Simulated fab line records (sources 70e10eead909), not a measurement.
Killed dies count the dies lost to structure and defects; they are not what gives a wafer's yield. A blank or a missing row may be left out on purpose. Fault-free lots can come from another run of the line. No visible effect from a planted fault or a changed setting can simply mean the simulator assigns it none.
A lot that was struck, set against a sound lot | flow nandHarc | 14 steps out of a route of 1159
Sound: these wafers, L182.2, L182.4, L182.6. Struck: wafer L191.1 (left out: L191.6, a lot-mate that was not struck); the cause follows at the end.
Each step with rows lists, per side, the tool, then ch with its chambers, then its first start. Under that, the readings that differ: sound wafers | struck wafers | difference of the means | sigmas: that difference in standard deviations of wafers without a fault.
alike: readings whose means differ by less than 2 such deviations, and words and numbers that are the same on both sides. not compared: withheld readings, readings that some wafer has no value for, bounds like >300 that may hide the same value, and numbers for which the record gives no deviation and whose values overlap.
Wherever a step has rows on one side only, a row that says differs or no value, or a row with sigmas, the two part there. Numbers that don't overlap but have no deviation are shown without sigmas and don't part them. Lack of a reading on every wafer of one side parts them only where that side has two or more wafers.

first, 1 step without rows for these wafers: NHARC_A_ONON_D1_DEP_12 (target thk 1000 nm).
NHARC_A_ONON_D1_THK_MEAS_14: measures by ellipsometry.
  struck on filmMetro-01, day 10 18:49; sound on filmMetro-02, day 8 14:05
  alike: thkNm
then, 2 steps without rows for these wafers: NHARC_A_ONON_D1_ANNEAL_15 (time 3600 s); NHARC_A_ONON_D1_DEP_16 (target thk 1000 nm).
NHARC_A_ONON_D1_THK_MEAS_18: measures by ellipsometry.
  struck on filmMetro-02, day 11 01:56; sound on filmMetro-01, day 8 21:13
  alike: thkNm
next comes 1 step that has no rows for these wafers: NHARC_A_ONON_D1_DEP_19 (target thickness 1000 nm).
NHARC_A_ONON_D1_THK_MEAS_21: measures by ellipsometry.
  struck on filmMetro-01, day 11 02:29; sound on filmMetro-02, day 8 21:46
  alike: thkNm
next comes 1 step that has no rows for these wafers: NHARC_A_ONON_D1_DEP_22 (target thickness 1000 nm).
NHARC_A_ONON_D1_THK_MEAS_24: measures by ellipsometry.
  struck on filmMetro-01, day 11 03:03; sound on filmMetro-02, day 8 22:20
  alike: thkNm
next comes 1 step that has no rows for these wafers: NHARC_A_ONON_D1_DEP_25 (target thickness 1000 nm).
NHARC_A_ONON_D1_THK_MEAS_27: measures by ellipsometry.
  struck on filmMetro-02, day 11 03:39; sound on filmMetro-01, day 8 22:54
  alike: thkNm
NHARC_A_ONON_D1_DEP_28: target thk 1000 nm.
  sound on pecvdOnon-02 ch 0, day 8 23:01; struck on pecvdOnon-01 ch 0, day 11 03:42
NHARC_A_ONON_D1_THK_MEAS_30: measures by ellipsometry.
  struck on filmMetro-01, day 11 04:13; sound on filmMetro-01, day 8 23:28
reading    | sound       | struck | difference | sigmas
thkNm (nm) | 997 996 995 | 468    | -528       | -53
NHARC_A_ONON_D1_DEP_33: deposits SiO2, target thk 200 nm.
  sound on pecvd-02 ch 0,1,2, day 8 23:34; struck on pecvd-03 ch 0, day 11 04:19
  alike: heaterPowerOuterW, heaterPowerW, throttleValvePct

WHERE THEY PART
At NHARC_A_ONON_D1_THK_MEAS_30 and nowhere else, as far as this record goes. Later steps at which nothing parts them and some readings are alike: NHARC_A_ONON_D1_DEP_33.

WHY: the cause the simulator had injected
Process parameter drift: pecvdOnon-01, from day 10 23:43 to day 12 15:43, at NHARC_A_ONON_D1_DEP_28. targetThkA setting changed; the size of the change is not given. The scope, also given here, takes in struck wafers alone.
